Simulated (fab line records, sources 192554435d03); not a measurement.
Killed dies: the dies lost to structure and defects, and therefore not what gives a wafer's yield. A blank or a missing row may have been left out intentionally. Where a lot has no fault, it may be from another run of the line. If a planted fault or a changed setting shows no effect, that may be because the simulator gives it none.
fab line records -- flow n5-finfet
record lots=9, wafers=26, last-day=19
route steps=1938 shown HKMG_FIN@412 BEOL_M4@1111 PASSIVATION@1936
lots that met no fault: from a run of the same line without faults
start-h: hours from the record's first day to the start of the lot's first wafer shown -- wait-h: time in hours since the lot's previous step -- " same as the row above -- L1.1+2: one row covering several wafers at once -- - no value, or no start given -- * or withheld: withheld -- < > ~ a bound
route shown NAME@n: a module of which the file shows steps, and the number in the route of the first -- usual: the fault-free wafers' mean and standard deviation -- same: alike in all rows -- chamber/n: place in a boat -- sites: per-site readings -- _std_site: the standard deviation of these -- _edge_site: inner sites' mean taken away from outer sites' mean -- radius-mm: how far each site lies from the wafer's centre -- mask NAME#n: copy n -- behind: the most recent tool/chamber to have shaped the wafer -- hold: why the lot was held/for how many hours/how that ended -- device: names the non-switching transistor (n, p or np) -- end of line: tests run on the same wafers once the route is complete -- where a step has no rows: the recipe by itself -- killed: count of dies lost to structure and defects at first sort (not the wafer's yield) -- map: shows each die of a wafer: x if killed, . if not, _ if none is there
set.NAME: setting as actually run; set.NAME@STEP: the setting as run at that earlier step -- model.NAME: the simulator's own value behind a step, which no gauge read
steps of the route over a sample of lots; a table a step, a row a wafer
services: from which hour (start-h, from the record's first day; less than 0 if before it) a tool's chamber was out of use, for how many hours, and why
## steps
# step N5_HKMG_FIN_ALD_79
# recipe material=TiN, target-thk-a=15, temp-c=400, ald-precursor-family=TiCl4, ald-co-reactant=NH3, pulse-time-s=1, purge-time-s=3, co-reactant-purge-time-s=2, co-reactant-pulse-time-s=2, ald-cycles=68, pressure-torr=3
# usual heater-power-w=872/110, precursor-pulse-height-rel=0.995/0.02
# same co-reactant-purge-time-s=2
lot.wafer,tool,chamber,start-h,wait-h,heater-power-w,precursor-pulse-height-rel
L845.2,ald-metal-03,0,89.08,0.0,792,0.992
L845.3,ald-metal-03,2,89.08,0.0,1020,1.019
L848.2,ald-metal-03,3,103.07,0.0,1015,0.966
L848.3,ald-metal-03,2,103.07,0.0,1019,0.981
L848.5,ald-metal-03,1,103.07,0.0,877,0.993
L849.1,ald-metal-03,3,109.89,0.0,1017,1.044
L849.3,ald-metal-03,2,109.89,0.0,998,0.972
L849.4,ald-metal-03,1,109.89,0.0,879,0.990
L860.1,ald-metal-03,3,177.79,0.0,1022,0.995
L860.4,ald-metal-03,0,177.79,0.0,792,1.017
L860.6,ald-metal-03,1,177.79,0.0,871,0.996
L861.2,ald-metal-03,0,184.08,0.0,811,0.999
L861.3,ald-metal-03,2,184.08,0.0,1010,1.012
L861.6,ald-metal-03,3,184.08,0.0,997,0.999
L862.1,ald-metal-04,2,188.03,0.0,776,0.976
L862.3,ald-metal-04,1,188.03,0.0,792,0.972
L862.5,ald-metal-04,3,188.03,0.0,760,0.989
L863.3,ald-metal-01,0,197.79,0.0,934,0.981
L863.5,ald-metal-01,2,197.79,0.0,842,1.015
L863.6,ald-metal-01,1,197.79,0.0,1074,1.003
L865.3,ald-metal-03,3,204.79,0.0,1011,0.991
L865.4,ald-metal-03,1,204.79,0.0,842,1.008
L865.5,ald-metal-03,3,204.79,0.0,1023,0.992
L866.1,ald-metal-01,2,210.80,0.0,834,0.956
L866.3,ald-metal-01,3,210.80,0.0,763,1.000
L866.4,ald-metal-01,1,210.80,0.0,1079,1.021
# step N5_HKMG_FIN_STRIP_34
# recipe chemistry=CF4, resist=SiARC, power-w=300, bias-power-w=75, pressure-mtorr=50, cf4-flow-sccm=150, rf-frequency-hz=6e+07
# usual bias-power-w=75.02/0.2, cf4-flow-sccm=149.9/0.4, drypump-motor-current-A=5.6/0.5, oes-product-au=0.81/0.081, rf-vpp-V=271.7/1.4, showerhead-plenum-p-Torr=1.82/0.064, throttle-valve-pct=13.53/0.22
lot.wafer,tool,chamber,start-h,wait-h,bias-power-w,cf4-flow-sccm,drypump-motor-current-A,oes-product-au,rf-hours-counter-h,rf-vpp-V,showerhead-plenum-p-Torr,throttle-valve-pct
L845.2,rie-diel-03,1,91.29,0.0,75.08,150.0,6.2,0.82,70,272.0,1.81,13.22
L845.3,rie-diel-03,0,91.29,0.0,74.82,149.3,5.2,0.81,77,272.5,1.89,13.56
L848.2,rie-diel-03,3,105.59,0.0,75.24,150.2,5.7,0.83,69,270.3,1.74,13.27
L848.3,rie-diel-03,0,105.59,0.0,75.17,150.6,5.2,0.80,82,272.7,1.89,13.57
L848.5,rie-diel-03,3,105.59,0.0,75.09,150.0,5.7,0.84,-,271.2,1.74,13.26
L849.1,rie-diel-04,1,112.15,0.0,75.28,149.7,5.7,0.76,156,270.1,1.73,13.39
L849.3,rie-diel-04,0,112.15,0.0,75.25,150.0,5.0,0.83,72,270.0,1.73,13.43
L849.4,rie-diel-04,3,112.15,0.0,74.94,150.0,5.8,0.72,167,270.2,1.79,13.48
L860.1,rie-diel-06,3,180.07,0.0,74.86,149.9,4.9,0.92,24,274.0,1.90,13.65
L860.4,rie-diel-06,2,180.07,0.0,75.00,149.4,5.4,0.68,241,272.2,1.84,13.87
L860.6,rie-diel-06,0,180.07,0.0,74.89,150.1,5.3,0.91,-,273.4,1.84,13.44
L861.2,rie-diel-06,3,186.43,0.0,75.07,150.2,4.9,0.91,27,273.0,1.90,13.65
L861.3,rie-diel-06,2,186.43,0.0,74.71,148.5,5.4,0.68,244,271.1,1.84,13.88
L861.6,rie-diel-06,2,186.43,0.0,74.93,150.1,5.4,0.68,-,271.8,1.84,13.89
L862.1,rie-diel-06,0,190.31,0.0,74.89,149.1,5.3,0.91,20,270.2,1.84,13.44
L862.3,rie-diel-06,2,190.31,0.0,75.22,149.3,5.4,0.68,245,273.0,1.84,13.88
L862.5,rie-diel-06,2,190.31,0.0,75.36,149.9,5.4,0.68,-,272.2,1.84,13.87
L863.3,rie-diel-04,0,200.07,0.0,75.15,150.0,5.0,0.81,100,269.4,1.72,13.51
L863.5,rie-diel-04,2,200.07,0.0,74.64,150.1,6.8,0.67,-,272.5,1.77,14.02
L863.6,rie-diel-04,3,200.07,0.0,74.83,150.1,5.8,0.69,-,272.2,1.78,13.57
L865.3,rie-diel-06,3,207.92,0.0,75.16,149.3,4.9,0.90,34,272.4,1.90,13.67
L865.4,rie-diel-06,0,207.92,0.0,75.08,150.2,5.3,0.89,25,272.2,1.84,13.46
L865.5,rie-diel-06,1,207.92,0.0,74.90,149.7,5.9,0.88,-,273.1,1.91,13.49
L866.1,rie-diel-06,2,212.97,0.0,75.08,150.3,5.4,0.68,252,272.0,1.84,13.91
L866.3,rie-diel-06,0,212.97,0.0,75.23,150.5,5.3,0.89,26,272.7,1.84,13.47
L866.4,rie-diel-06,1,212.97,0.0,74.80,150.0,5.9,0.88,46,271.7,1.91,13.46
# step N5_HKMG_FIN_STRIP_19
# recipe chemistry=N2/H2, power-w=2500, temp-c=300, h2-frac=0.65, time-s=360, pressure-mtorr=withheld, n2-flow-sccm=1750, h2-flow-sccm=3250
# usual drypump-motor-current-A=6.37/0.081, h2-flow-sccm=3250/11, heater-power-w=450/24, temp-c=300.04/0.2
lot.wafer,tool,chamber,start-h,wait-h,drypump-motor-current-A,h2-flow-sccm,heater-power-w,rf-hours-counter-h,temp-c
L845.2,plasma-asher-02,0,91.61,0.0,6.23,3264,451,47,299.78
L845.3,plasma-asher-02,1,91.61,0.0,6.42,3244,480,-,299.94
L848.2,plasma-asher-01,0,105.90,0.0,6.41,3246,417,80,300.05
L848.3,plasma-asher-01,1,105.90,0.0,6.41,3232,442,-,300.04
L848.5,plasma-asher-01,1,105.90,0.0,6.41,3231,437,-,299.99
L849.1,plasma-asher-01,0,112.47,0.0,6.45,3237,417,81,300.17
L849.3,plasma-asher-01,1,112.47,0.0,6.41,3245,434,-,300.47
L849.4,plasma-asher-01,0,112.47,0.0,6.44,3256,408,-,299.74
L860.1,plasma-asher-01,1,180.39,0.0,-,-,-,-,-
L860.4,plasma-asher-01,0,180.39,0.0,-,-,-,-,-
L860.6,plasma-asher-01,1,180.39,0.0,-,-,-,-,-
L861.2,plasma-asher-01,0,186.74,0.0,-,-,-,-,-
L861.3,plasma-asher-01,0,186.74,0.0,-,-,-,-,-
L861.6,plasma-asher-01,0,186.74,0.0,-,-,-,-,-
L862.1,plasma-asher-01,0,190.62,0.0,6.42,3256,409,94,300.12
L862.3,plasma-asher-01,0,190.62,0.0,6.44,3259,431,-,299.63
L862.5,plasma-asher-01,1,190.62,0.0,6.41,3238,449,-,300.01
L863.3,plasma-asher-01,1,200.51,0.1,6.40,3257,445,-,299.96
L863.5,plasma-asher-01,0,200.51,0.1,6.40,3265,415,-,300.04
L863.6,plasma-asher-01,1,200.51,0.1,6.41,3244,435,-,300.07
L865.3,plasma-asher-02,1,208.36,0.1,6.44,3250,486,-,299.93
L865.4,plasma-asher-02,0,208.36,0.1,6.26,3227,438,-,300.18
L865.5,plasma-asher-02,0,208.36,0.1,6.23,3244,454,-,300.41
L866.1,plasma-asher-01,0,213.29,0.0,6.43,3252,422,99,300.09
L866.3,plasma-asher-01,0,213.29,0.0,6.41,3264,430,-,300.03
L866.4,plasma-asher-01,1,213.29,0.0,6.39,3244,442,-,299.92
# step N5_HKMG_FIN_STRIP_88
# recipe chemistry=N2/H2, power-w=2500, temp-c=300, h2-frac=0.65, time-s=360, pressure-mtorr=withheld, n2-flow-sccm=1750, h2-flow-sccm=3250
# usual drypump-motor-current-A=6.37/0.087, h2-flow-sccm=3251/8.9, heater-power-w=452/24, temp-c=300.01/0.2
lot.wafer,tool,chamber,start-h,wait-h,drypump-motor-current-A,h2-flow-sccm,heater-power-w,rf-hours-counter-h,temp-c
L845.2,plasma-asher-01,1,92.58,0.0,6.41,3264,439,78,300.17
L845.3,plasma-asher-01,1,92.58,0.0,6.39,3275,438,-,300.19
L848.2,plasma-asher-01,1,107.09,0.0,6.39,3255,431,80,299.80
L848.3,plasma-asher-01,0,107.09,0.0,6.45,3249,414,-,299.99
L848.5,plasma-asher-01,0,107.09,0.0,6.43,3242,420,-,300.04
L849.1,plasma-asher-01,1,113.44,0.0,6.41,3266,426,81,299.79
L849.3,plasma-asher-01,0,113.44,0.0,6.45,3257,429,-,300.16
L849.4,plasma-asher-01,1,113.44,0.0,6.36,3258,437,-,299.90
L860.1,plasma-asher-02,0,181.36,0.0,6.24,3252,444,66,299.76
L860.4,plasma-asher-02,0,181.36,0.0,6.24,3243,444,-,299.67
L860.6,plasma-asher-02,1,181.36,0.0,6.45,3245,497,-,300.22
L861.2,plasma-asher-01,1,187.71,0.0,6.38,3243,436,93,300.05
L861.3,plasma-asher-01,0,187.71,0.0,6.44,3242,426,-,300.24
L861.6,plasma-asher-01,0,187.71,0.0,6.43,3240,421,-,299.98
L862.1,plasma-asher-01,0,191.60,0.0,6.45,3247,424,94,300.14
L862.3,plasma-asher-01,1,191.60,0.0,6.38,3250,437,-,299.97
L862.5,plasma-asher-01,0,191.60,0.0,6.45,3236,416,-,299.90
L863.3,plasma-asher-01,1,201.48,0.1,6.44,3245,432,-,300.00
L863.5,plasma-asher-01,0,201.48,0.1,6.46,3247,417,-,299.75
L863.6,plasma-asher-01,1,201.48,0.1,6.38,3241,440,-,300.00
L865.3,plasma-asher-01,0,209.33,0.1,6.45,3260,418,-,300.00
L865.4,plasma-asher-01,1,209.33,0.1,6.39,3256,433,-,300.17
L865.5,plasma-asher-01,1,209.33,0.1,6.37,3240,448,-,300.29
L866.1,plasma-asher-02,1,214.26,0.0,6.44,3242,479,73,300.00
L866.3,plasma-asher-02,1,214.26,0.0,6.44,3245,486,-,300.22
L866.4,plasma-asher-02,0,214.26,0.0,6.24,3257,435,-,300.14
# step N5_BEOL_M4_RC_MEAS_101
# usual DIBL_N=36.0/2.2, DIBL_P=36.2/2.4, IOFF_N=0.16/0.035, IOFF_P=0.21/0.037, ION_N=672/13, ION_P=461/7, SS_N=71.4/0.69, SS_P=73.2/0.75, VT_N=250/3.4, VT_P=-251/3
lot.wafer,tool,chamber,start-h,wait-h,DIBL_N[mV/V],DIBL_P[mV/V],IOFF_N[nA/um],IOFF_P[nA/um],ION_N[uA/um],ION_P[uA/um],SS_N[mV/dec],SS_P[mV/dec],VT_N[mV],VT_P[mV]
L845.2,prober-01,0,202.54,0.2,38.5,37.1,0.18,0.22,671,458,72.7,73.8,247,-250
L845.3,prober-01,0,202.54,0.2,39.2,37.9,0.21,0.24,679,458,71.8,73.9,248,-246
L849.1,prober-01,0,235.09,0.0,35.2,34.8,0.14,0.18,665,455,71.1,72.2,253,-255
L849.3,prober-01,0,235.09,0.0,32.3,32.9,0.11,0.16,655,454,70.3,71.8,254,-252
L849.4,prober-01,0,235.09,0.0,35.6,36.0,0.14,0.19,667,461,71.0,72.8,251,-254
L848.2,prober-02,0,236.88,0.2,37.0,39.5,0.18,0.26,667,465,72.0,74.1,252,-250
L848.3,prober-02,0,236.88,0.2,36.6,38.0,0.17,0.23,674,460,71.6,74.1,248,-251
L848.5,prober-02,0,236.88,0.2,34.1,35.2,0.13,0.19,660,463,71.6,72.9,254,-254
L863.3,prober-01,0,316.21,0.3,36.3,35.8,0.16,0.18,681,460,71.5,72.7,248,-254
L863.5,prober-01,0,316.21,0.3,36.5,36.5,0.16,0.19,684,460,71.9,73.1,253,-252
L863.6,prober-01,0,316.21,0.3,39.1,39.1,0.21,0.23,696,462,71.9,73.3,245,-251
L862.1,prober-02,0,322.04,0.0,35.0,35.2,0.14,0.18,658,455,70.9,72.9,252,-250
L862.3,prober-02,0,322.04,0.0,33.6,33.7,0.11,0.16,645,447,70.1,71.8,254,-254
L862.5,prober-02,0,322.04,0.0,33.6,34.3,0.12,0.16,649,451,70.0,71.6,255,-253
L865.3,prober-02,0,338.34,0.3,37.0,38.6,0.19,0.23,689,460,71.7,74.1,247,-250
L865.4,prober-02,0,338.34,0.3,37.4,39.4,0.20,0.23,696,470,72.3,73.4,247,-251
L865.5,prober-02,0,338.34,0.3,35.2,37.4,0.17,0.21,681,468,71.6,73.8,250,-251
L866.1,prober-01,0,341.10,0.0,36.0,35.5,0.14,0.20,676,466,70.8,73.0,251,-249
L866.3,prober-01,0,341.10,0.0,37.5,37.4,0.18,0.24,682,473,71.7,73.2,249,-247
L866.4,prober-01,0,341.10,0.0,36.2,36.2,0.16,0.21,678,466,71.3,73.0,250,-248
# step N5_PASSIVATION_PROBE_49
# usual defect-limited-yield=91.2/1.4, killed_at_M0_to_M3=34/9.4, killed_at_M4_up=14/5.6, killed-at-contacts=13/7.8, killed-at-front-end=37/10, killed-at-other=4/3.3, killed-dies=103/17, killed-on-rim=14/3.5, killed-open=68/13, killed-short=33/8.2, sort_bin_5_function=5.1/0.92, sort_bin_6_memory=3.3/0.71, sort_bin_8_speed=0.01/0.043, sort-n-pass=1077/17, sort-yield-pct=91.2/1.4
# same gross-dies=1180, killed-at-back-side=0, sort_bin_4_leakage[%]=0
lot.wafer,tool,chamber,start-h,wait-h,defect-limited-yield[%],killed_at_M0_to_M3,killed_at_M4_up,killed-at-contacts,killed-at-front-end,killed-at-other,killed-dies,killed-on-rim,killed-open,killed-short,sort_bin_5_function[%],sort_bin_6_memory[%],sort_bin_8_speed[%],sort-n-pass,sort-yield-pct[%]
L845.2,prober-01,-,309.28,0.1,90.5,47,12,11,32,10,112,18,77,33,5.5,3.7,0,1068,90.5
L845.3,prober-01,-,309.33,0.1,90.0,45,17,6,45,5,118,20,76,34,5.2,4.1,0,1062,90.0
L849.1,prober-01,-,338.14,0.0,89.8,52,20,7,40,1,120,23,87,32,5.6,4.3,0,1060,89.8
L849.3,prober-01,-,338.24,0.1,90.4,52,18,6,32,5,113,14,71,42,5.6,3.6,0,1067,90.4
L849.4,prober-01,-,338.29,0.2,90.6,51,13,6,40,1,111,17,79,32,5.1,4.1,0,1069,90.6
L848.2,prober-01,-,342.62,0.1,88.9,27,24,20,59,1,131,22,87,42,6.9,4.0,0,1049,88.9
L848.3,prober-01,-,342.67,0.1,91.3,19,24,18,42,0,103,12,75,25,5.3,3.1,0,1077,91.3
L848.5,prober-01,-,342.77,0.2,90.8,23,23,17,42,3,108,11,67,36,5.0,4.0,0,1072,90.8
L860.1,prober-01,-,407.89,0.0,0,43,12,25,1096,4,1180,152,72,61,95.3,4.2,0,0,0
L860.4,prober-01,-,408.04,0.2,0,35,22,19,1096,8,1180,152,86,34,95.3,4.3,0,0,0
L860.6,prober-01,-,408.14,0.3,0,37,12,25,1096,10,1180,152,107,52,93.6,5.8,0,0,0
L861.2,prober-02,-,412.89,0.1,0,32,20,20,1104,4,1180,152,73,29,96.3,3.6,0,0,0
L861.3,prober-02,-,412.94,0.1,0,50,11,19,1093,7,1180,152,89,46,95.2,4.3,0,0,0
L861.6,prober-02,-,413.09,0.3,0,26,17,10,1126,1,1180,152,60,35,97.0,2.5,0,0,0
L862.1,prober-02,-,434.80,0.0,91.9,29,15,11,33,7,95,10,66,28,4.7,3.2,0,1085,91.9
L862.3,prober-02,-,434.90,0.1,90.0,44,19,11,39,5,118,17,75,36,5.7,3.6,0.42,1057,89.6
L862.5,prober-02,-,435.00,0.2,91.6,51,15,6,24,3,99,13,71,23,5.8,2.4,0.08,1081,91.6
L863.3,prober-01,-,435.06,0.1,91.0,25,25,13,33,10,106,11,79,26,5.1,3.8,0,1074,91.0
L863.5,prober-01,-,435.16,0.2,91.4,38,14,18,29,2,101,10,74,24,4.7,3.5,0,1079,91.4
L863.6,prober-01,-,435.21,0.3,92.0,26,17,20,30,1,94,14,73,20,4.3,3.3,0,1086,92.0
L866.1,prober-02,-,441.01,0.1,90.8,39,12,9,44,4,108,14,81,24,5.1,3.6,0,1072,90.8
L866.3,prober-02,-,441.11,0.2,93.9,22,11,5,31,3,72,11,47,22,3.2,2.7,0.08,1108,93.9
L866.4,prober-02,-,441.16,0.3,91.3,43,18,7,33,2,103,16,68,33,4.6,3.7,0,1077,91.3
L865.3,prober-02,-,452.61,0.1,91.1,41,21,11,29,3,105,16,63,35,5.0,3.1,0,1075,91.1
L865.4,prober-02,-,452.66,0.2,90.7,35,29,11,35,0,110,16,82,27,5.1,4.0,0,1070,90.7
L865.5,prober-02,-,452.71,0.2,91.4,25,13,8,52,4,102,13,71,25,4.2,3.7,0,1078,91.4
# killed by level:class
L845.2 BEOL_M2:geometric-particle:open=18 MOL_CONTACT_COAG:geometric-particle:open=9 BEOL_M0_SAQP:geometric-particle:short=8 STI_FIN_REVEAL:geometric-particle:open=7 BEOL_M0_SAQP:geometric-particle:open=7 DUMMY_GATE:geometric-particle:open=6 FIN_SAQP:geometric-particle:open=4 BEOL_M2:geometric-particle:short=4
L845.3 BEOL_M2:geometric-particle:open=12 FIN_SAQP:geometric-particle:open=9 STI_FIN_REVEAL:geometric-particle:open=9 FIN_SAQP:geometric-particle:short=7 BEOL_M0_SAQP:geometric-particle:short=7 BEOL_M0_SAQP:geometric-particle:open=7 HKMG_FIN:area-etch=7 MOL_CONTACT_COAG:geometric-particle:open=6
L849.1 BEOL_M2:geometric-particle:open=18 STI_FIN_REVEAL:geometric-particle:open=17 BEOL_M4:geometric-particle:open=13 BEOL_M0_SAQP:geometric-particle:open=11 STI_FIN_REVEAL:geometric-particle:short=9 MOL_CONTACT_COAG:geometric-particle:open=6 BEOL_M2:geometric-particle:short=6 BEOL_M3:geometric-particle:open=6
L849.3 BEOL_M4:geometric-particle:open=13 BEOL_M0_SAQP:geometric-particle:open=10 BEOL_M3:geometric-particle:open=9 BEOL_M0_SAQP:geometric-particle:short=8 BEOL_M1:geometric-particle:open=8 BEOL_M2:geometric-particle:open=8 FIN_SAQP:geometric-particle:short=6 MOL_CONTACT_COAG:geometric-particle:open=5
L849.4 STI_FIN_REVEAL:geometric-particle:open=18 BEOL_M2:geometric-particle:open=13 FIN_SAQP:geometric-particle:open=11 BEOL_M1:geometric-particle:open=10 BEOL_M2:geometric-particle:short=8 BEOL_M3:geometric-particle:open=7 BEOL_M4:geometric-particle:open=6 MOL_CONTACT_COAG:geometric-particle:open=5
L848.2 FIN_SAQP:geometric-particle:short=20 MOL_CONTACT_COAG:geometric-particle:open=17 BEOL_M4:geometric-particle:open=13 FIN_SAQP:geometric-particle:open=12 STI_FIN_REVEAL:geometric-particle:open=9 BEOL_M2:geometric-particle:open=9 BEOL_M3:geometric-particle:open=7 STARTING-WAFER:geometric-particle:open=6
L848.3 FIN_SAQP:geometric-particle:open=14 MOL_CONTACT_COAG:geometric-particle:open=14 BEOL_M4:geometric-particle:open=11 BEOL_M2:geometric-particle:open=10 FIN_SAQP:geometric-particle:short=9 STI_FIN_REVEAL:geometric-particle:open=5 BEOL_M8:geometric-particle:open=3 STI_FIN_REVEAL:geometric-particle:short=3
L848.5 STI_FIN_REVEAL:geometric-particle:open=16 MOL_CONTACT_COAG:geometric-particle:open=12 BEOL_M4:geometric-particle:open=10 FIN_SAQP:geometric-particle:short=5 FIN_SAQP:geometric-particle:open=5 STI_FIN_REVEAL:geometric-particle:short=5 MOL_CONTACT_COAG:geometric-particle:short=5 BEOL_M0_SAQP:geometric-particle:open=5
L860.1 HKMG_FIN:area-ald=1047 FIN_SAQP:geometric-particle:short=21 BEOL_M0_SAQP:geometric-particle:short=16 MOL_CONTACT_COAG:geometric-particle:open=16 BEOL_M0_SAQP:geometric-particle:open=13 MOL_CONTACT_COAG:geometric-particle:short=9 STI_FIN_REVEAL:geometric-particle:open=8 BEOL_M3:geometric-particle:open=5
L860.4 HKMG_FIN:area-ald=1059 MOL_CONTACT_COAG:geometric-particle:open=16 FIN_SAQP:geometric-particle:open=11 BEOL_M0_SAQP:geometric-particle:open=7 BEOL_M2:geometric-particle:open=7 BEOL_M0_SAQP:geometric-particle:short=6 BEOL_M4:geometric-particle:open=6 FIN_SAQP:geometric-particle:short=5
L860.6 HKMG_FIN:area-ald=1020 MOL_CONTACT_COAG:geometric-particle:open=19 FIN_SAQP:geometric-particle:open=18 STI_FIN_REVEAL:geometric-particle:open=16 FIN_SAQP:geometric-particle:short=15 BEOL_M0_SAQP:geometric-particle:open=10 BEOL_M0_SAQP:geometric-particle:short=10 DUMMY_GATE:geometric-particle:open=7
L861.2 HKMG_FIN:area-ald=1077 MOL_CONTACT_COAG:geometric-particle:open=17 BEOL_M4:geometric-particle:open=12 BEOL_M3:geometric-particle:open=11 BEOL_M0_SAQP:geometric-particle:short=7 STI_FIN_REVEAL:geometric-particle:open=6 BEOL_M0_SAQP:geometric-particle:open=5 ILD0:geometric-particle:open=4
L861.3 HKMG_FIN:area-ald=1045 FIN_SAQP:geometric-particle:open=19 MOL_CONTACT_COAG:geometric-particle:open=15 FIN_SAQP:geometric-particle:short=14 BEOL_M0_SAQP:geometric-particle:short=14 BEOL_M0_SAQP:geometric-particle:open=12 BEOL_M3:geometric-particle:open=11 BEOL_M4:geometric-particle:open=8
L861.6 HKMG_FIN:area-ald=1085 BEOL_M0_SAQP:geometric-particle:open=13 GATE_CUT:geometric-particle:short=10 BEOL_M4:geometric-particle:open=10 MOL_CONTACT_COAG:geometric-particle:open=8 FIN_SAQP:geometric-particle:short=7 FIN_SAQP:geometric-particle:open=5 STI_FIN_REVEAL:geometric-particle:open=4
L862.1 MOL_CONTACT_COAG:geometric-particle:open=9 BEOL_M3:geometric-particle:open=9 BEOL_M1:geometric-particle:open=8 BEOL_M4:geometric-particle:open=8 FIN_SAQP:geometric-particle:open=7 FIN_SAQP:geometric-particle:short=6 MIM_TOP_ETCH:geometric-particle:open=5 GATE_CUT:geometric-particle:short=4
L862.3 MOL_CONTACT_COAG:geometric-particle:open=11 BEOL_M3:geometric-particle:open=11 BEOL_M4:geometric-particle:open=11 FIN_SAQP:geometric-particle:short=8 FIN_SAQP:geometric-particle:open=8 BEOL_M0_SAQP:geometric-particle:open=8 BEOL_M1:geometric-particle:open=6 HKMG_FIN:area-etch=6
L862.5 BEOL_M1:geometric-particle:open=14 BEOL_M3:geometric-particle:open=14 BEOL_M2:geometric-particle:open=12 BEOL_M4:geometric-particle:open=7 FIN_SAQP:geometric-particle:open=6 MOL_CONTACT_COAG:geometric-particle:open=6 BEOL_M3:geometric-particle:short=5 FIN_SAQP:geometric-particle:short=3
L863.3 MOL_CONTACT_COAG:geometric-particle:open=13 BEOL_M4:geometric-particle:open=8 BEOL_M3:geometric-particle:open=8 BEOL_M6:geometric-particle:open=8 FIN_SAQP:geometric-particle:open=6 BEOL_M2:geometric-particle:open=6 FIN_SAQP:geometric-particle:short=5 BEOL_M1:geometric-particle:open=5
L863.5 MOL_CONTACT_COAG:geometric-particle:open=16 BEOL_M2:geometric-particle:open=12 BEOL_M1:geometric-particle:open=11 STI_FIN_REVEAL:geometric-particle:open=7 FIN_SAQP:geometric-particle:open=6 BEOL_M4:geometric-particle:open=6 BEOL_M0_SAQP:geometric-particle:short=5 BEOL_M4:geometric-particle:short=4
L863.6 MOL_CONTACT_COAG:geometric-particle:open=18 FIN_SAQP:geometric-particle:open=11 BEOL_M4:geometric-particle:open=10 BEOL_M2:geometric-particle:open=10 STARTING-WAFER:geometric-particle:open=4 BEOL_M1:geometric-particle:open=4 DUMMY_GATE:geometric-particle:open=3 SPACER0:geometric-particle:short=3
L866.1 STI_FIN_REVEAL:geometric-particle:open=13 BEOL_M2:geometric-particle:open=11 FIN_SAQP:geometric-particle:open=8 MOL_CONTACT_COAG:geometric-particle:open=7 BEOL_M1:geometric-particle:open=7 BEOL_M0_SAQP:geometric-particle:open=6 FIN_SAQP:geometric-particle:short=5 DUMMY_GATE:geometric-particle:open=5
L866.3 FIN_SAQP:geometric-particle:short=8 STI_FIN_REVEAL:geometric-particle:open=8 DUMMY_GATE:geometric-particle:open=7 BEOL_M4:geometric-particle:open=6 BEOL_M2:geometric-particle:open=5 MOL_CONTACT_COAG:geometric-particle:open=4 BEOL_M1:geometric-particle:short=4 BEOL_M0:geometric-particle:open=3
L866.4 BEOL_M4:geometric-particle:open=13 BEOL_M3:geometric-particle:open=12 BEOL_M2:geometric-particle:open=10 FIN_SAQP:geometric-particle:short=7 BEOL_M1:geometric-particle:short=6 BEOL_M1:geometric-particle:open=6 STARTING-WAFER:geometric-particle:open=5 DUMMY_GATE:geometric-particle:open=4
L865.3 BEOL_M2:geometric-particle:open=11 MOL_CONTACT_COAG:geometric-particle:open=9 BEOL_M0_SAQP:geometric-particle:short=9 FIN_SAQP:geometric-particle:short=8 BEOL_M4:geometric-particle:open=8 BEOL_M0_SAQP:geometric-particle:open=6 BEOL_M3:geometric-particle:open=6 HKMG_FIN:area-etch=6
L865.4 BEOL_M2:geometric-particle:open=13 BEOL_M4:geometric-particle:open=12 STI_FIN_REVEAL:geometric-particle:open=11 MOL_CONTACT_COAG:geometric-particle:open=8 BEOL_M6:geometric-particle:open=8 BEOL_M1:geometric-particle:open=6 BEOL_M0_SAQP:geometric-particle:open=6 GATE_CUT:geometric-particle:short=5
L865.5 STI_FIN_REVEAL:geometric-particle:open=17 BEOL_M2:geometric-particle:open=13 GATE_CUT:geometric-particle:short=9 MOL_CONTACT_COAG:geometric-particle:open=7 FIN_SAQP:geometric-particle:short=6 HKMG_FIN:area-etch=6 FIN_SAQP:geometric-particle:open=4 BEOL_M3:geometric-particle:open=4
## services
tool,chamber,start-h,hours,kind
rie-diel-06,3,70.48,-,clean
rie-diel-06,3,70.48,-,consumable-replace:focus-ring
rie-diel-06,3,70.48,-,consumable-replace:showerhead
rie-diel-06,3,70.48,28.0,scheduled-down
rie-diel-06,3,70.48,28.0,vent-cycle
rie-diel-03,0,72.76,9.1,repair
rie-diel-06,-,74.08,0.7,repair
rie-diel-06,0,112.78,-,clean
rie-diel-06,0,112.78,-,consumable-replace:focus-ring
rie-diel-06,0,112.78,17.8,scheduled-down
rie-diel-06,0,112.78,17.8,vent-cycle
plasma-asher-01,-,116.91,6.5,repair
ald-metal-04,-,119.93,0.2,repair
ald-metal-04,1,132.88,8.0,repair
ald-metal-03,-,141.03,0.8,repair
rie-diel-04,2,142.43,9.2,repair
rie-diel-04,3,166.11,2.1,repair
rie-diel-06,-,202.66,1.0,repair
ald-metal-04,-,206.18,28.1,pm
## key
first-sign step=N5_HKMG_FIN_STRIP_19, reading=tool-record, direction=missing
effect step=N5_PASSIVATION_PROBE_49, reading=killed-at-front-end, direction=up, sigmas=99+, usual=37, struck=1102
more-kills-born-at N5_HKMG_FIN_ALD_91@ald-metal-01=3207, N5_HKMG_FIN_ALD_91@ald-metal-03=3126
met-at N5_HKMG_FIN_STRIP_19
struck-lots L860,L861
later-rows-left-out L860.1,L860.4,L860.6,L861.2,L861.3,L861.6
not-acting-at N5_HKMG_FIN_ALD_79,N5_HKMG_FIN_STRIP_34,N5_HKMG_FIN_STRIP_88
onset-between 112.47 180.39
fault kind=skipped-step-whole, tool=plasma-asher-01, chamber=-, onset-h=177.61, steps=N5_HKMG_FIN_STRIP_19, scope=struck-lots-only
# later-rows-left-out: the simulator's readings of these wafers behind a module that went badly wrong aren't trusted and aren't shown, but for the sort
